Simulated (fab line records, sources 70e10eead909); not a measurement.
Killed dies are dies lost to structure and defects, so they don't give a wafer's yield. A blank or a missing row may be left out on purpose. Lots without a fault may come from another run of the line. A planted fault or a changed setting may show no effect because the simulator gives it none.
fab line records | flow nand_harc
record lots=13 wafers=39 last_day=32
route steps=1302 shown A_M1@1192 THIN_TSV@1263 END@1302
lots that met no fault: from a run of the same line without faults
start_h: hours from the record's first day to the start of the lot's first wafer shown | wait_h: hours since the lot's step before | " the same as in the row above | L1.1+2: a row that stands for several wafers | - no value, or no start given | * or withheld: withheld | < > ~ a bound
route shown NAME@n: a module of which the file shows steps, and the number in the route of the first | usual: mean/standard deviation of fault-free wafers | same: alike in all rows | chamber/n: place in a boat | sites: the reading at each site | _std_site: their standard deviation | _edge_site: outer sites' mean less inner sites' | radius_mm: how far each site lies from the wafer's centre | mask NAME#n: copy n | behind: the tool/chamber that last shaped the wafer | hold: why the lot was held/for how many hours/how that ended | device: the transistor (n, p or np) that didn't switch | end of line: the same wafers' tests at the end of the route | a step without rows: its recipe alone | killed: dies lost to structure and defects at the first sort, not the wafer's yield | map: a wafer's dies, x killed, . not, _ none there
set.NAME: the setting as run; set.NAME@STEP: as run at that earlier step | model.NAME: the simulator's own value behind a step, which no gauge read
steps of the route over a sample of lots; a table a step, a row a wafer
services: from which hour (start_h, from the record's first day; less than 0 if before it) a tool's chamber was out of use, for how many hours, and why
## steps
# step NHARC_A_M1_PVD_21
# recipe target_thk_a=300 chamber_pressure_pa=5 power_w=5000 substrate_temp_c=30 time_s=20.49 material=Cu
# usual throttle_valve_pct=30.5/1
# columns lot.wafer tool chamber start_h wait_h throttle_valve_pct
L783.2 pvd_sputter-02 - 528.20 - 29.8
L783.4 " - " " 29.3
L783.5 " - " " 30.4
L785.4 pvd_sputter-03 - 529.40 - 30.6
L785.1 " - " " 29.3
L785.6 " - " " 31.6
L784.4 pvd_sputter-01 - 558.30 - 30.0
L784.3 " - " " 30.2
L784.5 " - " " 32.5
L787.1 pvd_sputter-02 - 561.96 - 29.9
L787.3 " - " " 29.2
L787.5 " - " " 29.4
L786.2 pvd_sputter-03 - 562.47 - 29.2
L786.3 " - " " 30.5
L786.6 " - " " 31.2
L788.1 pvd_sputter-03 - 587.65 - 31.3
L788.4 " - " " 29.0
L788.6 " - " " 30.8
L791.2 pvd_sputter-01 - 608.60 - 30.6
L791.4 " - " " 29.7
L791.1 " - " " 30.2
L792.3 pvd_sputter-02 - 612.03 - 29.4
L792.1 " - " " 31.1
L792.6 " - " " 29.1
L793.2 pvd_sputter-03 - 628.38 - 29.4
L793.3 " - " " 31.1
L793.6 " - " " 30.7
L794.3 pvd_sputter-02 - 630.48 - 30.3
L794.2 " - " " 29.8
L794.1 " - " " 29.7
L799.3 pvd_sputter-03 - 677.08 - 30.7
L799.5 " - " " 29.1
L799.6 " - " " 31.0
L803.4 pvd_sputter-03 - 720.01 - 30.1
L803.1 " - " " 31.7
L803.2 " - " " 28.3
L804.1 pvd_sputter-03 - 730.22 - 31.4
L804.2 " - " " 28.4
L804.3 " - " " 30.3
# step NHARC_THIN_TSV_ETCH_15
# recipe target_depth_a=30000 bosch_target_overetch_cycles=2 bosch_etch_step_s=2.8 bosch_dep_step_s=1.2 bosch_cycles=14
# usual drypump_motor_current_A=5.7/0.47
# same bosch_dep_step_s=1.2 bosch_etch_step_s=2.8
# columns lot.wafer tool chamber start_h wait_h drypump_motor_current_A rf_hours_counter_h
L783.4 rie_si-04 3 555.21 - 6.4 0.3
L783.2 " 0 " " 5.8 0.4
L783.5 " 2 " " 4.9 -
L785.1 rie_si-01 1 556.53 - 6.2 0.3
L785.4 " 2 " " 5.8 0.2
L785.6 " 2 " " 5.8 -
L784.4 rie_si-04 3 578.08 - 6.4 0.4
L784.3 " 0 " " 5.8 0.5
L784.5 " 3 " " 6.4 -
L787.1 rie_si-02 2 579.14 - 5.6 0.9
L787.3 " 0 " " 5.2 0.9
L787.5 " 2 " " 5.6 -
L786.3 rie_si-01 0 581.86 - 5.3 0.4
L786.2 " 1 " " 6.1 0.5
L786.6 " 1 " " 6.2 -
L788.4 rie_si-01 1 607.82 - 6.2 0.7
L788.1 " 2 " " 5.8 0.6
L788.6 " 1 " " 6.2 -
L792.1 rie_si-02 1 629.89 - 5.4 0.1
L792.3 " 3 " " 5.9 0.1
L792.6 " 1 " " 5.4 -
L791.2 rie_si-04 2 631.07 - 5.0 0.8
L791.1 " 3 " " 6.4 0.8
L791.4 " 0 " " 5.8 0.8
L793.3 rie_si-02 3 652.89 - 6.0 0.2
L793.2 " 1 " " 5.4 0.2
L793.6 " 3 " " 6.0 -
L794.3 rie_si-01 3 654.11 - 6.3 0.9
L794.2 " 1 " " 6.2 1.0
L794.1 " 2 " " 5.8 0.9
L799.3 rie_si-02 2 695.90 - 5.7 0.4
L799.6 " 3 " " 6.0 -
L799.5 " 0 " " 5.2 -
L803.1 rie_si-01 2 741.65 - 5.8 0.3
L803.4 " 3 " " 6.3 0.3
L804.1 rie_si-01 3 749.12 - 6.3 0.4
# step NHARC_THIN_TSV_PRE_CLEAN_54
# recipe time_s=30 temp_c=280 gas=H2/He
# usual heater_power_w=395/45
# columns lot.wafer tool chamber start_h wait_h heater_power_w
L783.4 pvd_sputter-03 - 559.23 0.0 356
L783.2 " - " " 428
L783.5 " - " " 365
L785.1 pvd_sputter-02 - 560.59 0.1 478
L785.4 " - " " 366
L785.6 " - " " 468
L784.3 pvd_sputter-01 - 582.11 0.1 368
L784.4 " - " " 447
L784.5 " - " " 377
L787.1 pvd_sputter-03 - 583.56 0.0 416
L787.3 " - " " 361
L787.5 " - " " 364
L786.3 pvd_sputter-01 - 586.93 0.0 364
L786.2 " - " " 433
L786.6 " - " " 443
L788.1 pvd_sputter-01 - 611.87 0.1 431
L788.4 " - " " 322
L788.6 " - " " 439
L792.1 pvd_sputter-03 - 634.05 0.1 375
L792.3 " - " " 434
L792.6 " - " " 364
L791.1 pvd_sputter-02 - 635.08 0.1 493
L791.4 " - " " 450
L791.2 " - " " 384
L793.2 pvd_sputter-01 - 656.88 0.1 331
L793.3 " - " " 370
L793.6 " - " " 331
L794.1 pvd_sputter-03 - 658.26 0.1 365
L794.3 " - " " 372
L794.2 " - " " 367
L799.3 pvd_sputter-03 - 699.92 0.1 372
L799.6 " - " " 426
L799.5 " - " " 365
L803.4 pvd_sputter-03 - 745.72 0.1 366
L803.1 " - " " 438
L804.1 pvd_sputter-02 - 753.34 0.1 374
# step NHARC_THIN_TSV_ETCH_36
# recipe target_depth_a=650 over_etch_frac=0.3 time_s=18.571 ion_energy_ev=150 chemistry=Cl2/BCl3
# usual drypump_motor_current_A=6.2/0.36 oes_product_au=1.006/0.01
# columns lot.wafer tool chamber start_h wait_h drypump_motor_current_A oes_product_au rf_hours_counter_h
L783.2 rie_metal-01 1 560.75 0.2 6.6 0.996 0.2
L783.4 " 0 " " 6.6 1.002 -
L783.5 " 0 " " 6.6 1.003 -
L785.1 rie_metal-02 1 562.41 0.4 6.2 1.024 3.3
L785.4 " 1 " " 6.2 1.012 -
L785.6 " 1 " " 6.2 1.016 -
L784.4 rie_metal-01 0 583.64 0.1 6.5 1.011 -
L784.3 " 1 " " 6.6 0.988 -
L784.5 " 1 " " 6.7 0.992 -
L787.1 rie_metal-03 0 585.18 0.2 6.5 1.001 2.5
L787.3 " 0 " " 6.5 0.998 -
L787.5 " 1 " " 5.5 0.996 -
L786.2 rie_metal-03 1 588.54 0.2 5.5 0.998 2.8
L786.3 " 0 " " 6.6 1.002 -
L786.6 " 0 " " 6.5 0.996 -
L788.1 rie_metal-03 1 613.48 0.2 5.5 1.001 3.0
L788.4 " 1 " " 5.5 1.003 -
L788.6 " 0 " " 6.5 1.003 -
L792.1 rie_metal-02 1 635.66 0.2 6.2 0.995 0.4
L792.3 " 0 " " 5.9 1.010 -
L792.6 " 1 " " 6.2 0.998 -
L791.2 rie_metal-03 1 636.60 0.2 5.5 1.001 3.5
L791.1 " 0 " " 6.5 1.007 3.5
L791.4 " 0 " " 6.5 1.011 -
L793.2 rie_metal-03 1 658.49 0.2 5.5 1.003 3.8
L793.3 " 1 " " 5.6 1.014 -
L793.6 " 1 " " 5.5 1.004 -
L794.2 rie_metal-01 1 659.95 0.2 6.6 0.992 2.2
L794.1 " 0 " " 6.6 1.008 2.2
L794.3 " 0 " " 6.6 1.005 -
L799.3 rie_metal-02 1 701.52 0.1 6.2 1.020 -
L799.6 " 0 " " 5.9 1.017 -
L799.5 " 1 " " 6.2 1.013 -
L803.1 rie_metal-02 0 747.31 0.2 5.9 1.008 2.5
L803.4 " 1 " " 6.2 1.012 -
L804.1 rie_metal-01 0 754.94 0.2 6.6 1.020 0.7
# step NHARC_END_SORT_01
# recipe temp_c=25
# usual defect_limited_yield=90.1/2.5 killed_at_array=62/18 killed_at_other=0.9/1.2 killed_at_periphery=4.2/2.9 killed_dies=67/17 killed_open=3.6/1.9 killed_short=2.5/1.6
# same gross_dies=677
# columns lot.wafer tool chamber start_h wait_h hold defect_limited_yield[%] killed_at_array killed_at_other killed_at_periphery killed_dies killed_open killed_short
L785.1 prober-01 0 601.80 2.5 - 86.6 89 1 1 91 4 6
L785.4 prober-01 0 604.22 3.4 - 91.7 55 0 1 56 5 1
L785.6 prober-01 0 605.84 4.0 - 87.9 77 0 5 82 5 3
L783.2 prober-02 0 602.33 2.8 - 88.5 69 5 4 78 6 2
L783.4 prober-02 0 603.92 3.4 - 89.8 66 1 2 69 6 3
L783.5 prober-02 0 604.72 3.7 - 90.0 62 2 4 68 5 1
L787.1 prober-01 0 609.61 2.5 - 90.0 65 1 2 68 3 3
L787.3 prober-01 0 611.21 3.1 - 87.0 88 0 0 88 5 1
L787.5 prober-01 0 612.81 3.7 - 90.5 64 0 0 64 4 3
L786.2 prober-01 0 618.15 2.8 - 89.2 69 1 3 73 5 4
L786.3 prober-01 0 618.94 3.1 - 87.7 80 0 3 83 4 2
L786.6 prober-01 0 621.32 4.0 - 89.4 67 0 5 72 9 1
L784.3 prober-02 0 618.68 3.1 - 87.1 73 1 13 87 3 4
L784.4 prober-02 0 619.47 3.4 - 87.4 75 1 9 85 6 2
L784.5 prober-02 0 620.26 3.7 - 88.2 71 0 9 80 5 4
L788.1 prober-02 0 624.80 2.5 - 87.6 80 0 4 84 2 2
L788.4 prober-02 0 627.22 3.4 - 86.1 93 0 1 94 3 0
L788.6 prober-02 0 628.83 4.0 - 86.3 89 0 4 93 6 4
L792.1 prober-01 0 647.54 2.5 - 90.3 61 2 3 66 1 3
L792.3 prober-01 0 649.15 3.1 - 89.2 62 4 7 73 2 1
L792.6 prober-01 0 651.58 4.0 - 91.7 48 1 7 56 0 2
L791.1 prober-02 0 647.57 2.5 - 89.2 72 0 1 73 4 1
L791.2 prober-02 0 648.37 2.8 - 88.8 75 0 1 76 1 5
L791.4 prober-02 0 649.95 3.4 - 89.1 73 0 1 74 3 2
L794.1 prober-01 0 666.95 2.5 - 88.5 71 0 7 78 2 3
L794.2 prober-01 0 667.75 2.8 - 87.1 80 0 7 87 3 2
L794.3 prober-01 0 668.56 3.1 - 89.2 67 0 6 73 2 2
L793.2 prober-02 0 667.73 2.8 - 92.9 41 0 7 48 1 3
L793.3 prober-02 0 668.52 3.1 - 92.8 42 3 4 49 2 5
L793.6 prober-02 0 670.90 4.0 - 94.1 31 1 8 40 2 1
L799.3 prober-02 0 711.57 3.1 - 90.1 54 5 8 67 4 1
L799.5 prober-02 0 713.19 3.7 - 89.5 61 1 9 71 7 3
L799.6 prober-02 0 714.00 4.1 - 90.4 59 2 4 65 7 5
L803.1 prober-01 0 753.90 2.5 await_dispo/3.6h/release 93.8 41 1 0 42 6 0
L803.2 prober-01 0 754.69 2.8 await_dispo/3.6h/release 0 676 0 1 677 2 3
L803.4 prober-01 0 756.28 3.4 await_dispo/3.6h/release 93.1 42 1 4 47 3 2
L804.1 prober-02 0 763.43 2.4 await_dispo/1.4h/release 91.4 55 1 2 58 1 4
L804.2 prober-02 0 764.22 2.8 await_dispo/1.4h/release 0 673 1 3 677 2 5
L804.3 prober-02 0 765.02 3.1 await_dispo/1.4h/release 0 670 2 5 677 6 6
# killed by level:class
L785.1 A_CHANNEL_HOLE_D2:chamber_film_flake=34 A_CHANNEL_HOLE_D1:chamber_film_flake=31 A_STAIRCASE:chamber_film_flake=5 A_SGD_CUT:chamber_film_flake=3 A_CONTACT:chamber_film_flake=3 A_WL_FILL:geometric_particle:short=2 A_WL_FILL:chamber_film_flake=2 A_CHANNEL_FILL_D1:geometric_particle:short=1
L783.2 A_CHANNEL_HOLE_D2:chamber_film_flake=28 A_SLIT:chamber_film_flake=22 A_CHANNEL_HOLE_D1:chamber_film_flake=4 THIN_TSV:chamber_film_flake=4 A_DECK1_JOINT:chamber_film_flake=3 A_CONTACT:chamber_film_flake=3 P_CONTACT:geometric_particle:open=2 A_ZERO_WELL:chamber_film_flake=2
L783.4 A_SLIT:chamber_film_flake=24 A_CHANNEL_HOLE_D2:chamber_film_flake=23 A_CONTACT:chamber_film_flake=5 A_STAIRCASE:chamber_film_flake=3 A_M0:geometric_particle:open=2 P_M1:geometric_particle:open=1 A_CHANNEL_HOLE_D2:geometric_particle:open=1 A_CHANNEL_HOLE_D2:geometric_particle:short=1
L785.4 A_CHANNEL_HOLE_D2:chamber_film_flake=22 A_CHANNEL_HOLE_D1:chamber_film_flake=21 A_BLC:geometric_particle:open=2 A_STAIRCASE:chamber_film_flake=2 A_SGD_CUT:chamber_film_flake=2 A_CONTACT:chamber_film_flake=2 P_CONTACT:geometric_particle:open=1 A_DECK1_JOINT:geometric_particle:open=1
L783.5 A_CHANNEL_HOLE_D2:chamber_film_flake=24 A_SLIT:chamber_film_flake=22 A_CONTACT:chamber_film_flake=5 A_CONTACT:geometric_particle:open=2 THIN_TSV:chamber_film_flake=2 P_BONDPAD:chamber_film_flake=2 A_STAIRCASE:chamber_film_flake=2 A_ONON_D1:geometric_particle:open=1
L785.6 A_CHANNEL_HOLE_D2:chamber_film_flake=32 A_CHANNEL_HOLE_D1:chamber_film_flake=26 A_STAIRCASE:chamber_film_flake=7 A_SGD_CUT:chamber_film_flake=3 A_CONTACT:chamber_film_flake=3 P_M1:chamber_film_flake=2 P_STI:geometric_particle:short=1 P_STI:geometric_particle:open=1
L787.1 A_SLIT:chamber_film_flake=22 A_CHANNEL_HOLE_D1:chamber_film_flake=21 A_CHANNEL_HOLE_D2:chamber_film_flake=8 A_CONTACT:chamber_film_flake=6 A_CHANNEL_FILL_D2:chamber_film_flake=2 A_WL_FILL:chamber_film_flake=2 P_CONTACT:geometric_particle:short=1 P_CONTACT:geometric_particle:open=1
L787.3 A_CHANNEL_HOLE_D1:chamber_film_flake=33 A_SLIT:chamber_film_flake=30 A_CHANNEL_HOLE_D2:chamber_film_flake=11 A_WL_FILL:chamber_film_flake=3 A_BLC:geometric_particle:open=2 A_CHANNEL_FILL_D1:chamber_film_flake=2 A_DECK1_JOINT:geometric_particle:open=1 A_DECK1_JOINT:geometric_particle:short=1
L787.5 A_SLIT:chamber_film_flake=23 A_CHANNEL_HOLE_D1:chamber_film_flake=21 A_CHANNEL_HOLE_D2:chamber_film_flake=10 A_WL_FILL:chamber_film_flake=3 A_SOURCE_PLATE:geometric_particle:open=1 A_ONON_D1:geometric_particle:short=1 A_CHANNEL_FILL_D1:geometric_particle:short=1 A_CHANNEL_HOLE_D2:geometric_particle:open=1
L786.2 A_CHANNEL_HOLE_D2:chamber_film_flake=31 A_SLIT:chamber_film_flake=25 A_CHANNEL_FILL_D1:chamber_film_flake=3 A_CHANNEL_FILL_D1:geometric_particle:open=2 A_DECK1_JOINT:geometric_particle:short=2 A_CHANNEL_HOLE_D1:chamber_film_flake=2 A_CONTACT:chamber_film_flake=2 P_STI:geometric_particle:short=1
L784.3 A_CHANNEL_HOLE_D1:chamber_film_flake=36 A_CHANNEL_HOLE_D2:chamber_film_flake=24 P_CONTACT:chamber_film_flake=6 P_M2:chamber_film_flake=4 A_CONTACT:chamber_film_flake=3 A_M0:geometric_particle:open=2 A_WL_FILL:chamber_film_flake=2 P_CONTACT:geometric_particle:short=1
L786.3 A_CHANNEL_HOLE_D2:chamber_film_flake=33 A_SLIT:chamber_film_flake=31 A_CHANNEL_HOLE_D1:chamber_film_flake=3 A_STAIRCASE:chamber_film_flake=3 A_ONON_D1:geometric_particle:short=2 P_ZERO_WELL:chamber_film_flake=2 A_CHANNEL_FILL_D1:chamber_film_flake=2 P_GATE:geometric_particle:open=1
L784.4 A_CHANNEL_HOLE_D2:chamber_film_flake=38 A_CHANNEL_HOLE_D1:chamber_film_flake=26 A_CHANNEL_FILL_D1:geometric_particle:open=3 P_GATE:chamber_film_flake=3 P_CONTACT:chamber_film_flake=3 P_M2:chamber_film_flake=2 P_GATE:geometric_particle:short=1 A_ONON_D1:geometric_particle:open=1
L784.5 A_CHANNEL_HOLE_D2:chamber_film_flake=36 A_CHANNEL_HOLE_D1:chamber_film_flake=23 P_CONTACT:chamber_film_flake=5 A_WL_FILL:chamber_film_flake=3 A_CHANNEL_FILL_D2:geometric_particle:short=2 P_M2:chamber_film_flake=2 P_CONTACT:geometric_particle:open=1 A_ONON_D1:geometric_particle:short=1
L786.6 A_CHANNEL_HOLE_D2:chamber_film_flake=35 A_SLIT:chamber_film_flake=18 A_CHANNEL_FILL_D1:chamber_film_flake=3 P_M1:geometric_particle:open=2 A_CHANNEL_FILL_D1:geometric_particle:open=2 A_ONON_D2:geometric_particle:open=2 A_DECK1_JOINT:chamber_film_flake=2 P_CONTACT:geometric_particle:open=1
L788.1 A_CHANNEL_HOLE_D1:chamber_film_flake=28 A_SLIT:chamber_film_flake=24 A_CHANNEL_HOLE_D2:chamber_film_flake=15 A_WL_FILL:chamber_film_flake=3 A_WL_FILL:geometric_particle:short=2 P_STI:chamber_film_flake=2 P_GATE:chamber_film_flake=2 A_STAIRCASE:chamber_film_flake=2
L788.4 A_CHANNEL_HOLE_D1:chamber_film_flake=39 A_SLIT:chamber_film_flake=28 A_CHANNEL_HOLE_D2:chamber_film_flake=13 A_CHANNEL_FILL_D1:chamber_film_flake=3 A_WL_FILL:chamber_film_flake=3 A_M1:chamber_film_flake=2 A_SOURCE_PLATE:geometric_particle:open=1 A_ONON_D1:geometric_particle:open=1
L788.6 A_SLIT:chamber_film_flake=31 A_CHANNEL_HOLE_D1:chamber_film_flake=29 A_CHANNEL_HOLE_D2:chamber_film_flake=13 A_M1:chamber_film_flake=5 A_CHANNEL_FILL_D1:geometric_particle:short=2 P_CONTACT:geometric_particle:open=1 P_M0:geometric_particle:open=1 P_M1:geometric_particle:open=1
L792.1 A_SLIT:chamber_film_flake=19 A_CHANNEL_HOLE_D1:chamber_film_flake=13 A_CHANNEL_HOLE_D2:chamber_film_flake=12 A_CONTACT:chamber_film_flake=4 P_STI:chamber_film_flake=3 A_SGD_CUT:chamber_film_flake=3 A_CHANNEL_FILL_D1:chamber_film_flake=2 A_CHANNEL_FILL_D2:chamber_film_flake=2
L791.1 A_SLIT:chamber_film_flake=38 A_CHANNEL_HOLE_D1:chamber_film_flake=25 A_M0:geometric_particle:open=2 A_STAIRCASE:chamber_film_flake=2 A_SGD_CUT:chamber_film_flake=2 P_GATE:geometric_particle:short=1 A_CHANNEL_HOLE_D1:geometric_particle:open=1 A_CHANNEL_FILL_D1:geometric_particle:open=1
L791.2 A_CHANNEL_HOLE_D1:chamber_film_flake=37 A_SLIT:chamber_film_flake=28 A_CHANNEL_FILL_D1:geometric_particle:short=4 A_STAIRCASE:chamber_film_flake=2 A_CHANNEL_FILL_D2:geometric_particle:short=1 A_WL_FILL:geometric_particle:open=1 P_STI:chamber_film_flake=1 A_SGD_CUT:chamber_film_flake=1
L792.3 A_SLIT:chamber_film_flake=23 A_CHANNEL_HOLE_D2:chamber_film_flake=13 A_CHANNEL_HOLE_D1:chamber_film_flake=9 A_SGD_CUT:chamber_film_flake=6 P_STI:chamber_film_flake=5 A_CONTACT:chamber_film_flake=5 THIN_TSV:chamber_film_flake=4 A_CHANNEL_FILL_D1:geometric_particle:open=1
L791.4 A_CHANNEL_HOLE_D1:chamber_film_flake=34 A_SLIT:chamber_film_flake=28 A_SGD_CUT:chamber_film_flake=4 A_CONTACT:chamber_film_flake=2 A_ONON_D1:geometric_particle:short=1 A_CHANNEL_HOLE_D1:geometric_particle:open=1 A_CHANNEL_FILL_D1:geometric_particle:open=1 A_CHANNEL_FILL_D1:geometric_particle:short=1
L792.6 A_SLIT:chamber_film_flake=24 A_CHANNEL_HOLE_D2:chamber_film_flake=9 P_STI:chamber_film_flake=4 A_CHANNEL_HOLE_D1:chamber_film_flake=4 A_SGD_CUT:chamber_film_flake=4 P_GATE:chamber_film_flake=2 A_WL_FILL:chamber_film_flake=2 A_CONTACT:chamber_film_flake=2
L794.1 A_SLIT:chamber_film_flake=33 A_CHANNEL_HOLE_D1:chamber_film_flake=20 A_CONTACT:chamber_film_flake=7 P_BONDPAD:chamber_film_flake=5 A_STAIRCASE:chamber_film_flake=3 A_DECK1_JOINT:geometric_particle:open=1 A_DECK1_JOINT:geometric_particle:short=1 A_ONON_D2:geometric_particle:open=1
L793.2 A_CHANNEL_HOLE_D2:chamber_film_flake=19 A_CHANNEL_HOLE_D1:chamber_film_flake=8 P_BONDPAD:chamber_film_flake=4 A_SLIT:chamber_film_flake=4 A_STAIRCASE:chamber_film_flake=3 P_GATE:chamber_film_flake=2 A_CHANNEL_FILL_D1:geometric_particle:short=1 A_DECK1_JOINT:geometric_particle:short=1
L794.2 A_SLIT:chamber_film_flake=30 A_CHANNEL_HOLE_D1:chamber_film_flake=28 A_STAIRCASE:chamber_film_flake=9 A_CONTACT:chamber_film_flake=6 P_BONDPAD:chamber_film_flake=5 A_CHANNEL_HOLE_D2:chamber_film_flake=2 P_CONTACT:geometric_particle:open=1 P_M0:geometric_particle:open=1
L793.3 A_CHANNEL_HOLE_D2:chamber_film_flake=20 A_CHANNEL_HOLE_D1:chamber_film_flake=10 A_SLIT:chamber_film_flake=4 STARTING-WAFER:geometric_particle:short=2 A_BLC:chamber_film_flake=2 P_CONTACT:geometric_particle:open=1 P_CONTACT:geometric_particle:short=1 A_CHANNEL_HOLE_D1:geometric_particle:open=1
L794.3 A_SLIT:chamber_film_flake=31 A_CHANNEL_HOLE_D1:chamber_film_flake=19 A_STAIRCASE:chamber_film_flake=9 A_CONTACT:chamber_film_flake=6 P_M0:geometric_particle:open=2 P_STI:geometric_particle:short=1 A_ONON_D2:geometric_particle:short=1 P_STI:chamber_film_flake=1
L793.6 A_CHANNEL_HOLE_D2:chamber_film_flake=14 A_CHANNEL_HOLE_D1:chamber_film_flake=8 P_BONDPAD:chamber_film_flake=5 A_SLIT:chamber_film_flake=2 A_CONTACT:chamber_film_flake=2 A_BLC:chamber_film_flake=2 P_CONTACT:geometric_particle:open=1 A_DECK1_JOINT:geometric_particle:short=1
L799.3 A_SLIT:chamber_film_flake=38 P_BONDPAD:chamber_film_flake=5 A_CHANNEL_HOLE_D1:chamber_film_flake=5 A_STAIRCASE:chamber_film_flake=5 THIN_TSV:chamber_film_flake=5 P_CONTACT:geometric_particle:open=1 A_CHANNEL_FILL_D2:geometric_particle:short=1 A_STAIRCASE:geometric_particle:open=1
L799.5 A_SLIT:chamber_film_flake=33 A_CHANNEL_HOLE_D1:chamber_film_flake=8 A_STAIRCASE:chamber_film_flake=6 A_CONTACT:chamber_film_flake=5 P_GATE:chamber_film_flake=3 P_BONDPAD:chamber_film_flake=3 A_M0:geometric_particle:open=2 P_GATE:geometric_particle:open=1
L799.6 A_SLIT:chamber_film_flake=29 A_CHANNEL_HOLE_D1:chamber_film_flake=8 A_STAIRCASE:chamber_film_flake=8 A_DECK1_JOINT:geometric_particle:open=4 A_ONON_D2:geometric_particle:short=2 P_BONDPAD:chamber_film_flake=2 A_CONTACT:chamber_film_flake=2 THIN_TSV:chamber_film_flake=2
L803.1 A_CHANNEL_HOLE_D1:chamber_film_flake=16 A_SLIT:chamber_film_flake=7 A_CONTACT:chamber_film_flake=6 A_CHANNEL_HOLE_D2:chamber_film_flake=4 A_CHANNEL_FILL_D2:geometric_particle:open=2 A_M0:geometric_particle:open=2 A_ONON_D1:geometric_particle:open=1 A_CHANNEL_FILL_D1:geometric_particle:open=1
L803.2 A_M1:area_pvd=630 A_CHANNEL_HOLE_D1:chamber_film_flake=20 A_CONTACT:chamber_film_flake=12 A_SLIT:chamber_film_flake=6 A_STAIRCASE:chamber_film_flake=2 P_CONTACT:geometric_particle:open=1 A_ONON_D1:geometric_particle:open=1 A_CHANNEL_FILL_D2:geometric_particle:short=1
L803.4 A_CHANNEL_HOLE_D1:chamber_film_flake=18 A_CONTACT:chamber_film_flake=10 A_SLIT:chamber_film_flake=7 P_STI:chamber_film_flake=2 P_M1:geometric_particle:short=1 A_SOURCE_PLATE:geometric_particle:open=1 A_ONON_D2:geometric_particle:open=1 A_WL_FILL:geometric_particle:open=1
L804.1 A_CHANNEL_HOLE_D2:chamber_film_flake=25 A_SLIT:chamber_film_flake=23 A_CONTACT:chamber_film_flake=3 P_STI:geometric_particle:open=1 P_M0:geometric_particle:short=1 A_ONON_D2:geometric_particle:short=1 A_WL_FILL:geometric_particle:short=1 STARTING-WAFER:geometric_particle:short=1
L804.2 A_M1:area_pvd=605 A_CHANNEL_HOLE_D2:chamber_film_flake=33 A_SLIT:chamber_film_flake=23 A_CONTACT:chamber_film_flake=4 A_ONON_D1:geometric_particle:open=2 A_CHANNEL_HOLE_D1:chamber_film_flake=2 P_M0:geometric_particle:short=1 A_CHANNEL_FILL_D1:geometric_particle:short=1
L804.3 A_M1:area_pvd=610 A_CHANNEL_HOLE_D2:chamber_film_flake=26 A_SLIT:chamber_film_flake=23 P_CONTACT:geometric_particle:short=2 A_BLC:geometric_particle:open=2 A_CONTACT:chamber_film_flake=2 THIN_TSV:chamber_film_flake=2 P_GATE:geometric_particle:short=1
## services
# columns tool chamber start_h hours kind
rie_si-01 2 516.63 24.2 repair
rie_si-01 - 523.00 9.0 pm
rie_si-01 0 523.00 9.0 vent_cycle
pvd_sputter-02 - 526.57 0.9 repair
rie_si-01 0 542.12 1.4 repair
rie_metal-01 - 551.00 9.0 pm
rie_metal-02 0 556.28 17.0 repair
pvd_sputter-01 - 558.46 10.0 pm
rie_si-01 - 578.17 0.5 repair
pvd_sputter-01 - 580.10 1.5 repair
rie_metal-02 - 607.00 9.0 pm
rie_si-02 - 607.00 9.0 pm
pvd_sputter-02 - 614.00 10.0 pm
pvd_sputter-01 - 620.69 11.8 repair
rie_metal-02 - 627.59 4.5 repair
rie_metal-03 1 652.37 2.3 repair
rie_metal-03 - 672.00 9.0 pm
rie_si-04 - 672.00 9.0 pm
pvd_sputter-03 - 677.18 4.3 repair
pvd_sputter-01 - 691.81 1.9 repair
rie_si-01 - 700.00 9.0 pm
rie_metal-01 - 728.00 9.0 pm
pvd_sputter-01 - 736.46 10.0 pm
rie_si-04 0 737.35 11.7 repair
## key
first_sign step=NHARC_END_SORT_01 reading=defect_limited_yield direction=down sigmas=35 usual=90.1 struck=0
effect step=NHARC_END_SORT_01 reading=killed_dies direction=up sigmas=35 usual=67 struck=677
more_kills_born_at NHARC_A_M1_PVD_21@pvd_sputter-03=1845
met_at NHARC_A_M1_PVD_21
struck_lots L803,L804
struck_wafers L803.2,L804.2,L804.3
later_rows_left_out L803.2,L804.2,L804.3
not_acting_at NHARC_THIN_TSV_ETCH_15,NHARC_THIN_TSV_PRE_CLEAN_54,NHARC_THIN_TSV_ETCH_36
onset_between 677.08 720.01
fault kind=process_parameter_drift tool=pvd_sputter-03 chamber=- onset_h=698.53 steps=NHARC_A_M1_PVD_21 channel=target_thk_a offset=* shape=step end_h=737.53 scope=struck_wafers_only acts_in=* stated=*
# later_rows_left_out: the simulator's readings of these wafers behind a module that went badly wrong aren't trusted and aren't shown, but for the sort
